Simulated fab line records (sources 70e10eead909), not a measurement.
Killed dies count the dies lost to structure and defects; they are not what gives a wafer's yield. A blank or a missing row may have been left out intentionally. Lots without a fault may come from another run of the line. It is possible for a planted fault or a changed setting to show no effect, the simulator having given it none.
fab line records | flow nandHarc
[record] lots = 5 wafers = 15 lastDay = 33
route steps=1302 shown A_ONON_D1@426
lots untouched by any fault: they come from a run of this same line in which no faults occurred
startH: hours from the record's opening day to when the first of the lot's shown wafers began | waitH: hours from the lot's prior step to this one | " same as the row above | L1.1+2: several wafers, shown together as one row | - no value, or no start given | * or withheld: withheld | < > ~ a bound
route shown NAME@n: NAME is a module with steps in the file, n the number in the route of the first one | usual: mean/standard deviation taken from wafers without a fault | same: alike in all rows | chamber/n: place in a boat | sites: the reading at each site | _std_site: the standard deviation of these | _edge_site: the outer-site mean with the inner-site mean subtracted | radiusMm: for every site, how far away it sits from the centre of the wafer | mask NAME#n: copy n | behind: the last tool/chamber to shape the wafer | hold: reason for holding the lot/hours on hold/outcome of the hold | device: transistor that didn't switch, given as n, p or np | end of line: the route-end tests of the same wafers | step lacking rows: just its recipe | killed: not the wafer's yield, but the dies lost to structure and defects at the first sort | map: a wafer's dies, marking killed ones x, the rest . and places with no die _
set.NAME: the setting the step ran with; set.NAME@STEP: the setting that earlier step ran with | model.NAME: the simulator's own value behind a step, which no gauge read
lots at some steps of the route; a table a step, a row a wafer
services: a tool's chamber out of use, with start hour (startH, from the record's first day; less than 0 if before it), hours out, and reason
[[steps]]
[step NHARC_A_ONON_D1_DEP_03]
[recipe] targetThkA = 10000 n2FlowSccm = 2750 n2oFlowSccm = 2000 nh3FlowSccm = 500 sih4FlowSccm = 210 tempC = 400
[step NHARC_A_ONON_D1_THK_MEAS_05]
[recipe] thkMeasGauge = ellipsometry
[usual] thkNm = 1002/7.4
// columns lot.wafer tool chamber startH waitH thkNm
L949.1 filmMetro-02 - 199.41 - 1009
L949.2 " - " " 1010
L949.4 " - " " 1009
L951.1 filmMetro-02 - 217.68 - 991
L951.5 " - " " 989
L951.6 " - " " 989
L958.2 filmMetro-01 - 282.39 - 1001
L958.3 " - " " 1000
L958.6 " - " " 1001
L962.1 filmMetro-02 - 324.55 - 997
L962.3 " - " " 999
L962.4 " - " " 998
L966.2 filmMetro-01 - 363.74 - 994
L966.4 " - " " 992
L966.5 " - " " 994
[step NHARC_A_ONON_D1_DEP_06]
[recipe] targetThkA = 10000 n2FlowSccm = 2750 n2oFlowSccm = 2000 nh3FlowSccm = 500 sih4FlowSccm = 210 tempC = 400
[step NHARC_A_ONON_D1_THK_MEAS_08]
[recipe] thkMeasGauge = ellipsometry
[usual] thkNm = 1004/8.7
// columns lot.wafer tool chamber startH waitH thkNm
L949.1 filmMetro-01 - 199.98 - 1006
L949.2 " - " " 1009
L949.4 " - " " 1006
L951.1 filmMetro-02 - 218.25 - 988
L951.5 " - " " 988
L951.6 " - " " 992
L958.2 filmMetro-02 - 282.95 - 1001
L958.3 " - " " 1000
L958.6 " - " " 1000
L962.1 filmMetro-01 - 325.11 - 1005
L962.3 " - " " 1007
L962.4 " - " " 1008
L966.2 filmMetro-02 - 364.31 - 1005
L966.4 " - " " 1006
L966.5 " - " " 1004
[step NHARC_A_ONON_D1_DEP_09]
[recipe] targetThkA = 10000 n2FlowSccm = 2750 n2oFlowSccm = 2000 nh3FlowSccm = 500 sih4FlowSccm = 210 tempC = 400
[step NHARC_A_ONON_D1_THK_MEAS_11]
[recipe] thkMeasGauge = ellipsometry
[usual] thkNm = 1000/7
// columns lot.wafer tool chamber startH waitH thkNm
L949.1 filmMetro-01 - 200.55 - 1001
L949.2 " - " " 1003
L949.4 " - " " 1002
L951.1 filmMetro-01 - 218.81 - 1001
L951.5 " - " " 1004
L951.6 " - " " 1003
L958.2 filmMetro-01 - 283.52 - 1000
L958.3 " - " " 1000
L958.6 " - " " 1002
L962.1 filmMetro-02 - 325.69 - 1007
L962.3 " - " " 1005
L962.4 " - " " 1005
L966.2 filmMetro-01 - 364.88 - 1004
L966.4 " - " " 999
L966.5 " - " " 1003
[step NHARC_A_ONON_D1_DEP_12]
[recipe] targetThkA = 10000 n2FlowSccm = 2750 n2oFlowSccm = 2000 nh3FlowSccm = 500 sih4FlowSccm = 210 tempC = 400
[step NHARC_A_ONON_D1_THK_MEAS_14]
[recipe] thkMeasGauge = ellipsometry
[usual] thkNm = 998/10
// columns lot.wafer tool chamber startH waitH thkNm
L949.1 filmMetro-01 - 201.12 - 1018
L949.2 " - " " 1017
L949.4 " - " " 1016
L951.1 filmMetro-02 - 219.38 - 999
L951.5 " - " " 998
L951.6 " - " " 1000
L958.2 filmMetro-02 - 284.08 - 1002
L958.3 " - " " 1004
L958.6 " - " " 1002
L962.1 filmMetro-01 - 326.25 - 1005
L962.3 " - " " 1005
L962.4 " - " " 1006
L966.2 filmMetro-02 - 365.44 - 989
L966.4 " - " " 987
L966.5 " - " " 987
[step NHARC_A_ONON_D1_ANNEAL_15]
[recipe] tempC = 750 timeS = 3600
[step NHARC_A_ONON_D1_DEP_16]
[recipe] targetThkA = 10000 n2FlowSccm = 2750 n2oFlowSccm = 2000 nh3FlowSccm = 500 sih4FlowSccm = 210 tempC = 400
[step NHARC_A_ONON_D1_THK_MEAS_18]
[recipe] thkMeasGauge = ellipsometry
[usual] thkNm = 1003/9.2
// columns lot.wafer tool chamber startH waitH thkNm
L949.1 filmMetro-01 - 208.69 - 1005
L949.2 " - " " 1005
L949.4 " - " " 1006
L951.1 filmMetro-02 - 227.14 - 999
L951.5 " - " " 998
L951.6 " - " " 998
L958.2 filmMetro-02 - 292.40 - 988
L958.3 " - " " 989
L958.6 " - " " 989
L962.1 filmMetro-02 - 335.11 - 1005
L962.3 " - " " 1003
L962.4 " - " " 1005
L966.2 filmMetro-01 - 373.18 - 1005
L966.4 " - " " 1003
L966.5 " - " " 1002
[step NHARC_A_ONON_D1_DEP_19]
[recipe] targetThkA = 10000 n2FlowSccm = 2750 n2oFlowSccm = 2000 nh3FlowSccm = 500 sih4FlowSccm = 210 tempC = 400
// columns lot.wafer tool chamber startH waitH
L949.1+2+4 pecvdOnon-01 0 208.75 0.1
L951.1+5+6 pecvdOnon-02 0 227.19 0.1
L958.2+3+6 pecvdOnon-02 0 292.51 0.1
L962.1+3+4 pecvdOnon-03 0 335.16 0.1
L966.2+4+5 pecvdOnon-01 0 373.29 0.1
[step NHARC_A_ONON_D1_THK_MEAS_21]
[recipe] thkMeasGauge = ellipsometry
[usual] thkNm = 1003/7.4
// columns lot.wafer tool chamber startH waitH thkNm
L949.1 filmMetro-01 - 209.26 - 998
L949.2 " - " " 996
L949.4 " - " " 998
L951.1 filmMetro-01 - 227.70 - 1002
L951.5 " - " " 1000
L951.6 " - " " 1003
L958.2 filmMetro-01 - 292.96 - 1582
L958.3 " - " " 995
L958.6 " - " " 995
L962.1 filmMetro-01 - 335.68 - 998
L962.3 " - " " 997
L962.4 " - " " 999
L966.2 filmMetro-01 - 373.74 - 997
L966.4 " - " " 997
L966.5 " - " " 999
[step NHARC_A_ONON_D1_DEP_22]
[recipe] targetThkA = 10000 n2FlowSccm = 2750 n2oFlowSccm = 2000 nh3FlowSccm = 500 sih4FlowSccm = 210 tempC = 400
[[services]]
// columns tool chamber startH hours kind
pecvdOnon-01 - 184.86 7.4 repair
pecvdOnon-03 - 188.00 2.0 repair
pecvdOnon-03 - 203.00 13.0 pm
pecvdOnon-01 - 245.28 13.0 pm
pecvdOnon-02 - 342.46 13.0 pm
[[key]]
[firstSign] step = NHARC_A_ONON_D1_THK_MEAS_21 reading = thkNm direction = up sigmas = 78 usual = 1003 struck = 1582
effect none on later readings
metAt NHARC_A_ONON_D1_DEP_19
struckWafers L958.2
laterRowsLeftOut L958.2
sortLeftOut L958.2
testerLeftOut L958
onsetBetween 227.19 292.51
[fault] kind = processParameterDrift tool = pecvdOnon-02 chamber = - onsetH = 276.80 steps = NHARC_A_ONON_D1_DEP_19 channel = targetThkA offset = * shape = step endH = 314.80 scope = struckWafersOnly actsIn = * stated = *
// testerLeftOut: of these lots the tester's yield and bins aren't shown, on N5 and GAA mostly nor the transistor test; their killed dies are dies lost to structure and defects alone, not to doping, threshold or leakage, so they don't give the yield
// sortLeftOut: the simulated sort isn't trusted on such a fault, so these wafers' sort isn't shown, and their yield isn't known
// laterRowsLeftOut: the simulator's readings of these wafers behind a module that went badly wrong aren't trusted and aren't shown, but for the sort
